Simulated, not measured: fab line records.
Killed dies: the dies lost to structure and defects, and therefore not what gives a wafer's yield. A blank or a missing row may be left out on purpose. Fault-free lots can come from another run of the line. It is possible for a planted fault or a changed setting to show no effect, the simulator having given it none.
A struck lot beside a sound one + flow n5_finfet + 33 steps out of a route of 1938
Sound: these wafers, L132.1, L132.5, L132.6. Wafers struck: L133.1, L133.2, L133.5. The cause is named last.
Each step with rows lists, per side, the tool, then ch with its chambers, then its first start. Under that, the readings that differ: sound wafers + struck wafers + difference of the means + sigmas: that difference in standard deviations of wafers without a fault.
alike: readings with means less than 2 such deviations apart, plus words and numbers identical on both sides. not compared: withheld readings, readings lacking a value on some wafer, bounds such as >300 that could conceal the same value, and numbers that have no deviation in the record and whose values overlap.
Wherever a step has rows on one side only, a row that says differs or no value, or a row with sigmas, the two part there. When numbers do not overlap yet have no deviation, they are printed without sigmas and do not part them. A reading missing from all wafers of one side parts the sides only when that side holds two or more wafers.

first, 10 steps without rows for these wafers: N5_BEOL_M4_ETCH_41 (etches SiCN in CH3F/O2, target depth 29.9 nm, time 52.5 s); N5_BEOL_M4_STRIP_97 (strips in N2/H2, time 10 s); N5_BEOL_M4_HM_STRIP_39 (strips TiN in peroxide tin strip, target depth 25 nm, time 158 s); N5_BEOL_M4_SRD_40 (time 30 s); N5_BEOL_M4_PRECLEAN_42 (cleans in residue remover, time 60 s); N5_BEOL_M4_SRD_43 (time 30 s); N5_BEOL_M4_DEGAS_44 (time 60 s); N5_BEOL_M4_PRE_CLEAN_45 (time 30 s); N5_BEOL_M4_ALD_84 (deposits TaN, pulse time 2 s, purge time 3 s, co reactant purge time 2 s); N5_BEOL_M4_SURFACE_TREAT_85.
N5_BEOL_M4_CVD_47: deposits Co from CCTBA/H2, target thk 3 nm, time 223.8 s.
  sound on cvd_co-01 ch 0,1, day 13 20:19; struck on cvd_co-02 ch 1,2, day 12 17:50
  no value came back on the struck wafers for chamber_pressure_Torr (Torr), run_length_s (s); on the sound wafers chamber_pressure_Torr (Torr) reads 30.00 30.16 30.00
then, 19 steps without rows for these wafers: N5_BEOL_M4_SPUTTER_48 (material Cu, target thk 4.5 nm, time 8.29 s); N5_BEOL_M4_ANNEAL_49 (time 240 s); N5_BEOL_M4_SPUTTER_79 (material Cu, target thk 4.5 nm, time 8.29 s); N5_BEOL_M4_ANNEAL_80 (time 240 s); N5_BEOL_M4_SPUTTER_81 (material Cu, target thk 4.5 nm, time 8.29 s); N5_BEOL_M4_ANNEAL_82 (time 240 s); N5_BEOL_M4_SPUTTER_86 (material Cu, target thk 4.5 nm, time 8.29 s); N5_BEOL_M4_ANNEAL_87 (time 240 s); N5_BEOL_M4_SPUTTER_88 (material Cu, target thk 4.5 nm, time 8.29 s); N5_BEOL_M4_ANNEAL_89 (time 240 s); N5_BEOL_M4_SPUTTER_90 (material Cu, target thk 4.5 nm, time 8.29 s); N5_BEOL_M4_ANNEAL_91 (time 240 s); N5_BEOL_M4_SPUTTER_92 (material Cu, target thk 4.5 nm, time 8.29 s); N5_BEOL_M4_ANNEAL_93 (time 240 s); N5_BEOL_M4_SPUTTER_94 (material Cu, target thk 4.5 nm, time 8.29 s); N5_BEOL_M4_ANNEAL_95 (time 240 s); N5_BEOL_M4_SPUTTER_96 (material Cu, target thk 4.5 nm, time 8.29 s); N5_BEOL_M4_ECD_50 (material Cu, target thk 300 nm); N5_BEOL_M4_ANNEAL_51 (time 90 s).
N5_BEOL_M4_CMP_52: polishes, stops on SiOC, t overpolish 6.8 s, target thk 40 nm.
  sound on cmp-01 ch 1,2, day 13 22:49; struck on cmp-01 ch 1,3, day 12 21:52
| reading                                | sound          | struck         | difference | sigmas |
|----------------------------------------|----------------|----------------|------------|--------|
| barrier_field_endpoint_s (s)           | 24.8 24.8 25.7 | 21.1 20.5 21.8 | -4.0       | -6     |
| model.Cu_of_BEOL_M4_ECD_50.thk_nm (nm) | 39.2 38.6 40.2 | 45.4 45.8 47   | +6.7       |        |
  alike: motor_current_A
N5_BEOL_M4_RC_MEAS_101:
  the record has rows for the sound wafers here (prober-02 ch 0, day 13 23:23) and none for the struck ones
-- a jump in the record: the struck wafers' starts before and after are 4 days apart (it breaks off in module BEOL_M4 and resumes in module PASSIVATION, where the first step shown is number 1936 of the route) --
N5_PASSIVATION_PROBE_49:
  record: rows for the struck wafers here (prober-01, day 17 03:40), none for the sound ones

== WHERE THEY PART ==
Earliest at N5_BEOL_M4_CVD_47; latest, in this record, at N5_PASSIVATION_PROBE_49.

WHY: whatever the simulator had introduced
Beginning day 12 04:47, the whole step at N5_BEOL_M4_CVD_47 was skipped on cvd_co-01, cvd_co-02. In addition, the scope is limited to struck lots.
